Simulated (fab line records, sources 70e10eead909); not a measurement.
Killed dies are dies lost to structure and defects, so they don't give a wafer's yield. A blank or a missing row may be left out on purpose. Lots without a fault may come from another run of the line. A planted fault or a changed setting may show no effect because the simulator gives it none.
fab line records | flow nand_harc
record lots=5 wafers=14 last_day=24
route steps=1159 shown A_CONTACT@960 A_BLC@964 END@1159
lots that met no fault: from a run of the same line without faults
start_h: hours from the record's first day to the start of the lot's first wafer shown | wait_h: hours since the lot's step before | " the same as in the row above | L1.1+2: a row that stands for several wafers | - no value, or no start given | * or withheld: withheld | < > ~ a bound
route shown NAME@n: a module of which the file shows steps, and the number in the route of the first | usual: mean/standard deviation of fault-free wafers | same: alike in all rows | chamber/n: place in a boat | sites: the reading at each site | _std_site: their standard deviation | _edge_site: outer sites' mean less inner sites' | radius_mm: how far each site lies from the wafer's centre | mask NAME#n: copy n | behind: the tool/chamber that last shaped the wafer | hold: why the lot was held/for how many hours/how that ended | device: the transistor (n, p or np) that didn't switch | end of line: the same wafers' tests at the end of the route | a step without rows: its recipe alone | killed: dies lost to structure and defects at the first sort, not the wafer's yield | map: a wafer's dies, x killed, . not, _ none there
set.NAME: the setting as run; set.NAME@STEP: as run at that earlier step | model.NAME: the simulator's own value behind a step, which no gauge read
lots at some steps of the route; a table a step, a row a wafer
services: from which hour (start_h, from the record's first day; less than 0 if before it) a tool's chamber was out of use, for how many hours, and why
## steps
# step NHARC_A_CONTACT_CMP_20
# recipe t_overpolish_s=30 target_thk_nm=300
# usual motor_current_A=11.9/1.2 overpolish_run_s=29.999/0.0086 pad_life_wafers=240/130 time_to_endpoint_s=60.4/2.1
# columns lot.wafer tool chamber start_h wait_h motor_current_A overpolish_run_s pad_life_wafers time_to_endpoint_s
L137.3 cmp-01 1 424.24 0.4 12.5 29.989 307 57.4
L137.6 " 0 " " 11.8 30.006 - 60.9
L137.5 " 1 " " 11.5 29.994 - 56.6
L141.1 cmp-01 0 430.79 0.6 11.9 29.998 354 64.8
L141.4 " 3 " " 11.5 29.994 357 62.8
L141.5 " 1 " " 12.4 29.990 - 57.6
L148.2 cmp-03 3 469.43 0.7 11.5 30.005 421 62.3
L148.3 " 0 " " 13.8 29.999 422 63.7
L154.4 cmp-01 1 510.68 0.5 12.1 30.006 168 59.4
L154.3 " 2 " " 11.6 30.007 169 60.3
L154.2 " 0 " " 11.8 29.994 171 62.8
L156.3 cmp-01 1 515.05 0.4 12.3 30.014 186 59.3
L156.1 " 2 " " 11.9 29.992 187 59.5
L156.5 " 2 " " 11.5 30.009 - 61.1
# step NHARC_A_CONTACT_SRD_22
# step NHARC_A_CONTACT_INSPECT_23
# usual raw_defect_count=412/130
# columns lot.wafer tool chamber start_h wait_h raw_defect_count
L137.3 defect_inspect-02 - 424.62 0.1 288
L137.5 " - " " 441
L137.6 " - " " 689
L141.1 defect_inspect-01 - 431.19 0.1 307
L141.4 " - " " 269
L141.5 " - " " 385
L148.2 defect_inspect-01 - 469.82 0.1 389
L148.3 " - " " 280
L154.2 defect_inspect-01 - 511.09 0.1 300
L154.3 " - " " 438
L154.4 " - " " 477
L156.1 defect_inspect-01 - 515.45 0.1 390
L156.3 " - " " 397
L156.5 " - " " 334
# step NHARC_A_BLC_DEHYDRATE_00
# recipe temp_c=150 time_s=120
# step NHARC_A_BLC_HMDS_01
# recipe time_s=30
# step NHARC_A_BLC_COAT_02
# recipe temp_c=260 time_s=75
# step NHARC_A_BLC_COAT_03
# recipe temp_c=225 time_s=65
# step NHARC_A_BLC_COAT_04
# recipe spin_rpm=1500 resist_thk_nm=90
# step NHARC_A_BLC_SOFTBAKE_05
# recipe temp_c=105 time_s=55
# step NHARC_A_BLC_EBR_06
# step NHARC_A_BLC_EXPOSE_07
# recipe na=1.35 target_cd_nm=100 dose_mj=67.97 mask_id=A_BLC
# step NHARC_A_BLC_PEB_08
# recipe peb_temp_c=100 peb_time_s=65
# usual heater_power_total_W=156.6/0.44
# columns lot.wafer tool chamber start_h wait_h heater_power_total_W
L137.3 litho_track-06 0 424.93 0.0 156.4
L137.5 " 0 " " 155.9
L137.6 " 0 " " 156.0
L141.1 litho_track-01 0 431.49 0.1 155.9
L141.4 " 0 " " 156.5
L141.5 " 0 " " 157.1
L148.2 litho_track-01 0 470.25 0.1 156.1
L148.3 " 0 " " 157.0
L154.2 litho_track-04 0 511.52 0.1 157.0
L154.3 " 0 " " 156.4
L154.4 " 0 " " 156.1
L156.1 litho_track-06 0 515.87 0.1 156.1
L156.3 " 0 " " 156.5
L156.5 " 0 " " 156.4
# step NHARC_A_BLC_DEVELOP_09
# recipe develop_time_s=35 dev_temp_c=23
# step NHARC_A_BLC_CD_MEAS_10
# recipe target_cd_nm=100 landing_energy_ev=500
# usual cd_nm=100.0/0.47
# columns lot.wafer tool chamber start_h wait_h cd_nm
L137.3 cd_sem-02 0 425.01 - 100.2
L137.5 " 0 " " 99.9
L137.6 " 0 " " 101.2
L141.1 cd_sem-02 0 431.57 - 100.5
L141.4 " 0 " " 99.5
L141.5 " 0 " " 100.4
L148.2 cd_sem-02 0 470.33 - 104.2
L148.3 " 0 " " 99.7
L154.2 cd_sem-03 0 511.60 - 99.4
L154.3 " 0 " " 99.3
L154.4 " 0 " " 100.6
L156.1 cd_sem-01 0 515.95 - 100.2
L156.3 " 0 " " 99.6
L156.5 " 0 " " 99.2
# step NHARC_A_BLC_OVL_MEAS_11
# usual overlay_x_nm=-0.1/0.78 overlay_y_nm=0.1/0.78
# columns lot.wafer tool chamber start_h wait_h overlay_x_nm overlay_y_nm
L137.3 overlay-02 - 425.09 - 0.2 1.7
L137.5 " - " " 0.5 1.1
L137.6 " - " " 0.5 1.5
L141.1 overlay-02 - 431.66 - 0.9 0.6
L141.4 " - " " 1.8 1.5
L141.5 " - " " 1.2 0.7
L148.2 overlay-02 - 470.42 - -1.5 -0.4
L148.3 " - " " -1.1 0.0
L154.2 overlay-02 - 511.70 - -1.7 0.4
L154.3 " - " " -1.7 0.4
L154.4 " - " " -1.0 0.6
L156.1 overlay-01 - 516.04 - 0.3 1.3
L156.3 " - " " 0.2 1.4
L156.5 " - " " -0.1 0.7
# step NHARC_A_BLC_INSPECT_12
# usual raw_defect_count=31/16
# columns lot.wafer tool chamber start_h wait_h raw_defect_count
L137.3 defect_inspect-02 - 425.13 0.0 21
L137.5 " - " " 20
L137.6 " - " " 18
L141.1 defect_inspect-01 - 431.70 0.0 28
L141.4 " - " " 24
L141.5 " - " " 26
L148.2 defect_inspect-01 - 470.46 0.0 59
L148.3 " - " " 45
L154.2 defect_inspect-02 - 511.73 0.0 66
L154.3 " - " " 59
L154.4 " - " " 51
L156.1 defect_inspect-01 - 516.08 0.0 53
L156.3 " - " " 47
L156.5 " - " " 56
# step NHARC_A_BLC_DESCUM_15
# recipe time_s=3 o2_flow_sccm=200 ar_flow_sccm=0 bias_power_w=0 chemistry=O2
# usual drypump_motor_current_A=5.4/0.38 mfc_ar_sccm=0.015/0.012 oes_product_au=1.000/0.0063 rf_vpp_V=58.1/0.78 showerhead_plenum_p_Torr=1.99/0.081 throttle_valve_pct=11.311/0.0094
# same time_s=3
# columns lot.wafer tool chamber start_h wait_h drypump_motor_current_A mfc_ar_sccm oes_product_au rf_hours_counter_h rf_vpp_V showerhead_plenum_p_Torr throttle_valve_pct model.A_BLC.cd_nm
L137.3 rie_diel-11 3 425.22 0.1 5.6 0.032 1.000 6 57.3 2.06 11.309 99.97
L137.6 " 0 " " 5.5 0.018 1.003 - 59.0 2.05 11.317 101.1
L137.5 " 1 " " 5.7 0.019 1.005 - 58.6 2.02 11.312 99.9
L141.1 rie_diel-11 3 431.76 0.1 5.6 0.032 0.994 7 59.6 2.06 11.302 100.2
L141.4 " 2 " " 4.7 0 0.999 7 57.9 2.05 11.292 100.1
L141.5 " 3 " " 5.6 0.032 0.993 - 59.1 2.06 11.325 100.1
L148.2 rie_diel-11 3 470.53 0.1 5.7 0.032 1.006 11 57.6 2.05 11.324 104.3
L148.3 " 0 " " 5.5 0.018 0.995 10 57.7 2.05 11.316 99.56
L154.4 rie_diel-11 0 511.80 0.1 5.5 0.018 0.994 14 57.4 2.05 11.303 99.9
L154.2 " 1 " " 5.6 0.019 1.006 13 57.9 2.02 11.313 99.65
L154.3 " 3 " " 5.6 0.032 1.006 14 58.4 2.05 11.318 99.86
L156.3 rie_diel-06 1 516.17 0.1 6.4 0.021 0.990 32 58.2 2.07 11.313 99.4
L156.1 " 2 " " 5.8 0.006 0.995 34 58.2 1.99 11.304 100.5
L156.5 " 3 " " 5.5 0 0.985 - 58.7 2.02 11.309 98.91
# step NHARC_A_BLC_ETCH_16
# recipe target_depth_a=390 over_etch_frac=0.3 time_s=65 ion_energy_ev=80 cf4_flow_sccm=150 ar_flow_sccm=0 rf_w=300 bias_w=100 chemistry=CF4
# usual drypump_motor_current_A=5.4/0.38 mfc_ar_sccm=0.015/0.012 oes_product_au=1.001/0.0067 rf_vpp_V=152.1/1.1 showerhead_plenum_p_Torr=1.84/0.073 throttle_valve_pct=13.284/0.0082
# same time_s=65
# columns lot.wafer tool chamber start_h wait_h drypump_motor_current_A mfc_ar_sccm oes_product_au rf_hours_counter_h rf_vpp_V showerhead_plenum_p_Torr throttle_valve_pct
L137.3 rie_diel-11 0 425.28 0.1 5.5 0.018 0.997 5 153.8 1.89 13.287
L137.6 " 0 " " 5.5 0.018 1.003 - 152.0 1.89 13.293
L137.5 " 1 " " 5.6 0.019 0.998 - 151.2 1.86 13.292
L141.4 rie_diel-11 0 431.85 0.1 5.5 0.018 0.998 7 152.1 1.89 13.287
L141.1 " 2 " " 4.7 0 1.004 7 152.1 1.88 13.288
L141.5 " 0 " " 5.5 0.018 1.002 - 153.1 1.89 13.281
L148.3 rie_diel-11 0 470.60 0.1 5.5 0.018 0.999 10 154.8 1.88 13.277
L148.2 " 1 " " 5.6 0.019 0.997 10 151.8 1.86 13.275
L154.4 rie_diel-11 3 511.88 0.1 5.6 0.032 1.002 14 153.2 1.89 13.273
L154.3 " 0 " " 5.5 0.018 1.003 14 151.6 1.88 13.290
L154.2 " 1 " " 5.6 0.019 1.000 13 151.4 1.86 13.286
L156.3 rie_diel-06 3 516.75 0.6 5.5 0 1.002 34 151.7 1.86 13.289
L156.1 " 1 " " 6.4 0.021 0.999 33 152.9 1.90 13.306
L156.5 " 3 " " 5.5 0 0.992 - 152.1 1.86 13.292
# step NHARC_A_BLC_ETCH_17
# recipe target_depth_a=3900 over_etch_frac=0.25 time_s=609.38 ion_energy_ev=200 n2_flow_sccm=150 h2_flow_sccm=150 ar_flow_sccm=0 rf_w=400 bias_w=150 chemistry=N2/H2
# usual drypump_motor_current_A=5.4/0.38 h2_flow_sccm=150.0/0.43 mfc_ar_sccm=0.015/0.013 oes_product_au=1.002/0.0061 rf_vpp_V=433.0/2.5 showerhead_plenum_p_Torr=2.13/0.087 throttle_valve_pct=14.170/0.0093
# same time_s=609.38
# columns lot.wafer tool chamber start_h wait_h drypump_motor_current_A h2_flow_sccm mfc_ar_sccm oes_product_au rf_hours_counter_h rf_vpp_V showerhead_plenum_p_Torr throttle_valve_pct
L137.3 rie_diel-11 3 - - 5.6 150.0 0.032 0.995 6 434.4 2.20 14.161
L137.6 " 2 " " 4.7 149.2 0 0.997 - 432.9 2.18 14.167
L137.5 " 3 " " 5.6 149.5 0.032 0.996 - 435.3 2.20 14.159
L141.1 rie_diel-11 0 - - 5.5 150.1 0.018 1.002 7 435.8 2.19 14.164
L141.4 " 2 " " 4.7 149.8 0 1.006 7 433.7 2.18 14.162
L141.5 " 0 " " 5.5 149.7 0.018 1.001 - 434.7 2.19 14.163
L148.3 rie_diel-11 1 - - 5.7 150.0 0.019 0.987 10 433.9 2.16 14.146
L148.2 " 2 " " 4.6 149.5 0 0.990 11 434.6 2.18 14.168
L154.3 rie_diel-11 2 - - 4.7 150.4 0 1.008 14 435.2 2.18 14.169
L154.2 " 3 " " 5.7 150.0 0.032 1.007 15 434.4 2.19 14.154
L154.4 " 0 " " 5.5 150.0 0.018 1.008 14 434.8 2.19 14.153
L156.3 rie_diel-06 3 - - 5.5 150.8 0 0.994 35 433.4 2.16 14.174
L156.1 " 0 " " 5.6 150.0 0.010 0.989 33 429.6 2.04 14.177
L156.5 " 3 " " 5.5 150.2 0 0.998 - 433.0 2.16 14.165
# step NHARC_A_BLC_ETCH_18
# recipe target_depth_a=9100 c4f8_flow_sccm=20 o2_flow_sccm=10 ar_flow_sccm=withheld rf_w=600 bias_w=1500 chemistry=C4F8/O2/Ar
# usual oes_product_au=0.953/0.021 rf_vpp_V=984/5.3
# columns lot.wafer tool chamber start_h wait_h oes_product_au rf_hours_counter_h rf_vpp_V model.A_BLC.cd_nm
L137.3 rie_diel-11 1 - - 0.925 5 986 101.2
L137.6 " 1 " " 0.933 - 984 100.8
L137.5 " 2 " " 0.926 - 986 100.4
L141.1 rie_diel-11 2 - - 0.984 7 988 102.1
L141.4 " 0 " " 0.957 7 988 98.16
L141.5 " 3 " " 0.966 - 989 100.2
L148.3 rie_diel-11 1 - - 0.928 10 987 100.3
L148.2 " 3 " " 0.920 11 988 104
L154.4 rie_diel-11 1 - - 0.972 13 984 100.6
L154.3 " 2 " " 0.995 14 988 100.3
L154.2 " 3 " " 0.989 15 987 98.31
L156.3 rie_diel-06 1 - - 0.931 33 988 97.79
L156.1 " 0 " " 0.935 33 978 104.5
L156.5 " 1 " " 0.949 - 988 99.73
# step NHARC_A_BLC_CD_MEAS_19
# usual cd_nm=100.3/1.7
# columns lot.wafer tool chamber start_h wait_h cd_nm
L137.3 cd_sem-01 - 426.16 - 101.5
L137.5 " - " " 100.4
L137.6 " - " " 101.1
L141.1 cd_sem-03 - 432.80 - 101.9
L141.4 " - " " 97.9
L141.5 " - " " 100.3
L148.2 cd_sem-02 - 471.48 - 103.7
L148.3 " - " " 99.9
L154.2 cd_sem-01 - 512.77 - 98.8
L154.3 " - " " 100.5
L154.4 " - " " 100.3
L156.1 cd_sem-03 - 517.68 - 104.6
L156.3 " - " " 98.0
L156.5 " - " " 99.7
# step NHARC_END_SORT_01
# recipe temp_c=25
# usual killed_at_array=27/11 killed_at_other=0.8/1.4 killed_at_periphery=3.3/2 killed_dies=31/11 killed_open=3.4/1.8 killed_short=2.1/1.3
# same gross_dies=677
# columns lot.wafer tool chamber start_h wait_h killed_at_array killed_at_other killed_at_periphery killed_dies killed_open killed_short
L137.3 prober-02 0 472.03 3.1 20 0 3 23 4 2
L137.5 prober-02 0 473.66 3.8 18 0 2 20 2 3
L137.6 prober-02 0 474.47 4.1 18 0 4 22 7 4
L141.1 prober-01 0 476.88 2.5 24 4 4 32 2 2
L141.4 prober-01 0 479.30 3.4 25 5 1 31 2 3
L141.5 prober-01 0 480.11 3.7 20 4 1 25 1 3
L148.2 prober-01 0 516.75 2.8 43 0 3 46 2 2
L148.3 prober-01 0 517.56 3.1 28 0 1 29 4 0
L154.2 prober-01 0 560.99 2.9 45 0 7 52 1 3
L154.3 prober-01 0 561.78 3.1 38 0 3 41 2 1
L154.4 prober-01 0 562.58 3.4 37 1 7 45 2 3
L156.1 prober-01 0 568.03 2.5 49 0 5 54 6 3
L156.3 prober-01 0 569.64 3.1 46 0 2 48 3 2
L156.5 prober-01 0 571.25 3.7 51 1 3 55 3 3
# killed by level:class
L137.3 A_SLIT:chamber_film_flake=9 A_CHANNEL_HOLE_D1:chamber_film_flake=3 A_CONTACT:chamber_film_flake=3 P_CONTACT:geometric_particle:open=1 P_CONTACT:geometric_particle:short=1 A_ONON_D1:geometric_particle:open=1 A_CONTACT:geometric_particle:open=1 A_CONTACT:geometric_particle:short=1
L137.5 A_SLIT:chamber_film_flake=12 A_WL_FILL:geometric_particle:short=2 P_M2:geometric_particle:open=1 A_SGD_CUT:geometric_particle:short=1 A_M1:geometric_particle:open=1 P_GATE:chamber_film_flake=1 A_CHANNEL_FILL_D1:chamber_film_flake=1 A_CONTACT:chamber_film_flake=1
L137.6 A_ONON_D1:geometric_particle:open=3 A_SLIT:chamber_film_flake=3 A_ONON_D1:geometric_particle:short=2 P_ZERO_WELL:chamber_film_flake=2 A_CHANNEL_HOLE_D1:chamber_film_flake=2 A_CONTACT:chamber_film_flake=2 P_M0:geometric_particle:short=1 A_SGD_CUT:geometric_particle:open=1
L141.1 A_SLIT:chamber_film_flake=11 A_STAIRCASE:chamber_film_flake=6 A_CHANNEL_HOLE_D1:chamber_film_flake=3 THIN_TSV:chamber_film_flake=3 P_ZERO_WELL:chamber_film_flake=2 P_CONTACT:geometric_particle:short=1 A_CONTACT:geometric_particle:open=1 A_M0:geometric_particle:open=1
L141.4 A_SLIT:chamber_film_flake=15 THIN_TSV:chamber_film_flake=5 A_SGD_CUT:geometric_particle:short=2 A_CONTACT:chamber_film_flake=2 A_ONON_D1:geometric_particle:short=1 A_WL_FILL:geometric_particle:open=1 A_M0:geometric_particle:open=1 P_GATE:chamber_film_flake=1
L141.5 A_SLIT:chamber_film_flake=8 THIN_TSV:chamber_film_flake=4 A_WL_FILL:geometric_particle:short=3 A_STAIRCASE:chamber_film_flake=3 A_CHANNEL_HOLE_D1:chamber_film_flake=2 A_CONTACT:chamber_film_flake=2 A_CONTACT:geometric_particle:open=1 P_GATE:chamber_film_flake=1
L148.2 A_SLIT:chamber_film_flake=16 A_CHANNEL_HOLE_D1:chamber_film_flake=14 A_STAIRCASE:chamber_film_flake=5 A_BONDPAD:chamber_film_flake=3 A_CONTACT:chamber_film_flake=3 P_CONTACT:geometric_particle:short=1 P_CONTACT:geometric_particle:open=1 A_SOURCE_PLATE:geometric_particle:short=1
L148.3 A_CHANNEL_HOLE_D1:chamber_film_flake=14 A_SLIT:chamber_film_flake=6 A_CONTACT:chamber_film_flake=3 P_M1:geometric_particle:open=1 A_SOURCE_PLATE:geometric_particle:open=1 A_BLC:geometric_particle:open=1 A_M0:geometric_particle:open=1 A_STAIRCASE:chamber_film_flake=1
L154.2 A_CHANNEL_HOLE_D1:chamber_film_flake=22 A_SLIT:chamber_film_flake=11 P_BONDPAD:chamber_film_flake=3 A_STAIRCASE:chamber_film_flake=3 A_WL_FILL:chamber_film_flake=3 A_CONTACT:chamber_film_flake=3 A_ONON_D1:geometric_particle:short=2 P_M2:geometric_particle:open=1
L154.3 A_CHANNEL_HOLE_D1:chamber_film_flake=20 A_SLIT:chamber_film_flake=11 A_CONTACT:chamber_film_flake=3 P_GATE:geometric_particle:open=1 A_SOURCE_PLATE:geometric_particle:open=1 A_ONON_D1:geometric_particle:short=1 P_ZERO_WELL:chamber_film_flake=1 P_GATE:chamber_film_flake=1
L154.4 A_CHANNEL_HOLE_D1:chamber_film_flake=20 A_SLIT:chamber_film_flake=10 P_BONDPAD:chamber_film_flake=2 P_ZERO_WELL:chamber_film_flake=2 P_GATE:chamber_film_flake=2 A_STAIRCASE:chamber_film_flake=2 P_M0:geometric_particle:open=1 A_SOURCE_PLATE:geometric_particle:short=1
L156.1 A_SLIT:chamber_film_flake=19 A_CHANNEL_HOLE_D1:chamber_film_flake=15 A_CONTACT:chamber_film_flake=3 A_M1:chamber_film_flake=3 A_CHANNEL_FILL_D1:geometric_particle:open=2 A_STAIRCASE:chamber_film_flake=2 P_GATE:geometric_particle:short=1 P_M0:geometric_particle:open=1
L156.3 A_CHANNEL_HOLE_D1:chamber_film_flake=16 A_SLIT:chamber_film_flake=15 A_M1:chamber_film_flake=7 A_CHANNEL_FILL_D1:geometric_particle:open=2 P_CONTACT:chamber_film_flake=2 A_STAIRCASE:chamber_film_flake=2 A_CHANNEL_FILL_D1:geometric_particle:short=1 A_WL_FILL:geometric_particle:open=1
L156.5 A_CHANNEL_HOLE_D1:chamber_film_flake=27 A_SLIT:chamber_film_flake=12 A_CONTACT:chamber_film_flake=6 P_CONTACT:geometric_particle:short=2 A_CONTACT:geometric_particle:open=2 A_CHANNEL_FILL_D1:geometric_particle:short=1 A_CHANNEL_FILL_D1:geometric_particle:open=1 P_GATE:chamber_film_flake=1
## services
# columns tool chamber start_h hours kind
rie_diel-11 1 411.18 2.3 repair
rie_diel-06 - 418.53 9.0 pm
rie_diel-11 2 421.01 2.3 repair
rie_diel-11 0 424.51 - clean
rie_diel-11 1 424.51 - clean
rie_diel-11 2 424.51 - clean
rie_diel-11 3 424.51 - clean
cmp-01 - 440.48 1.1 repair
litho_track-01 - 443.00 7.0 pm
rie_diel-11 0 449.01 - clean
rie_diel-11 1 449.01 - clean
rie_diel-11 2 449.01 - clean
rie_diel-11 3 449.01 - clean
litho_track-06 - 467.00 7.0 pm
rie_diel-11 0 473.51 - clean
rie_diel-11 1 473.51 - clean
rie_diel-11 2 473.51 - clean
rie_diel-11 3 473.51 - clean
cmp-01 - 473.65 4.0 pm
litho_track-04 - 491.00 7.0 pm
cmp-03 - 493.85 4.0 pm
rie_diel-11 0 498.04 - clean
rie_diel-11 1 500.47 6.0 repair
cmp-01 - 508.99 1.4 repair
## key
first_sign step=NHARC_A_BLC_CD_MEAS_10 reading=cd_nm direction=up sigmas=9.1 usual=100.0 struck=104.2
effect none on later readings
model_effect step=NHARC_A_BLC_DESCUM_15 value=A_BLC.cd_nm without=99.84 struck=104.3
model_effect step=NHARC_A_BLC_ETCH_18 value=A_BLC.cd_nm without=99.48 struck=104
met_at NHARC_A_BLC_PEB_08
struck_wafers L148.2
tester_left_out L148
onset_between 431.49 470.25
fault kind=process_parameter_drift tool=litho_track-01 chamber=- onset_h=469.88 steps=NHARC_A_BLC_PEB_08 channel=peb_time_s offset=* shape=step end_h=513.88 scope=struck_wafers_only acts_in=* stated=*
# tester_left_out: of these lots the tester's yield and bins aren't shown, on N5 and GAA mostly nor the transistor test; their killed dies are dies lost to structure and defects alone, not to doping, threshold or leakage, so they don't give the yield
